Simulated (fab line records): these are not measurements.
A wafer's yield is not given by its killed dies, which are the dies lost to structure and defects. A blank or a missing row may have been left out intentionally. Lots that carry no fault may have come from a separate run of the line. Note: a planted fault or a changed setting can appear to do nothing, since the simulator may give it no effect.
Matching of chambers / flow n5Finfet / pecvd-01 running N5_BEOL_M4_PECVD_72: 3 sister chambers
The step deposits SiO2 from TEOS/O2, target thk 16 nm, time 18 s. 6 wafers are shown with their chamber, then 11 later ones without.

WAFERS, EACH WITH ITS CHAMBER
wafer=L088.3; chamber=0; throttleValvePct (%)=22.4; showerheadVppV (V)=1260
wafer=L088.4; chamber=0; throttleValvePct (%)=22.5; showerheadVppV (V)=1262
wafer=L089.1; chamber=2; throttleValvePct (%)=20.0; showerheadVppV (V)=1374
wafer=L089.3; chamber=1; throttleValvePct (%)=24.4; showerheadVppV (V)=1194
wafer=L089.4; chamber=1; throttleValvePct (%)=24.4; showerheadVppV (V)=1187
wafer=L090.2; chamber=2; throttleValvePct (%)=20.3; showerheadVppV (V)=1366

WAFERS WITH NO CHAMBER GIVEN
wafer=L090.5; throttleValvePct (%)=20.3; showerheadVppV (V)=1405
wafer=L090.6; throttleValvePct (%)=24.6; showerheadVppV (V)=1206
wafer=L092.1; throttleValvePct (%)=22.3; showerheadVppV (V)=1269
wafer=L092.2; throttleValvePct (%)=24.6; showerheadVppV (V)=1181
wafer=L092.5; throttleValvePct (%)=22.7; showerheadVppV (V)=1251
wafer=L091.1; throttleValvePct (%)=22.4; showerheadVppV (V)=1256
wafer=L091.4; throttleValvePct (%)=22.3; showerheadVppV (V)=1271
wafer=L091.5; throttleValvePct (%)=20.1; showerheadVppV (V)=1371
wafer=L096.1; throttleValvePct (%)=24.7; showerheadVppV (V)=1203
wafer=L096.4; throttleValvePct (%)=20.4; showerheadVppV (V)=1396
wafer=L096.5; throttleValvePct (%)=20.4; showerheadVppV (V)=1414

THE CHAMBER EACH PASSED THROUGH
wafer=L090.5; from the rows above=2; in truth=2
wafer=L090.6; from the rows above=1; in truth=1
wafer=L092.1; from the rows above=0; in truth=0
wafer=L092.2; from the rows above=1; in truth=1
wafer=L092.5; from the rows above=0; in truth=0
wafer=L091.1; from the rows above=0; in truth=0
wafer=L091.4; from the rows above=0; in truth=0
wafer=L091.5; from the rows above=2; in truth=2
wafer=L096.1; from the rows above=1; in truth=1
wafer=L096.4; from the rows above=2; in truth=2
wafer=L096.5; from the rows above=2; in truth=2
11 of 11 placed correctly. Left unplaced by these rows: 0. Placed wrongly: 0.
How it was worked out, from the rows above alone: a wafer's distance from a chamber is the root of the sum, over the readings, of the square of ((its reading less the chamber's mean) divided by the reading's scatter). If the next closest chamber is less than 2 further off than the closest, the wafer can't be placed; otherwise it belongs to the closest. For every chamber, the mean is computed from those of its wafers that are shown. The scatter: the root of (the sum of the squares of (reading less its chamber's mean) over the shown wafers, divided by (wafers less chambers)).
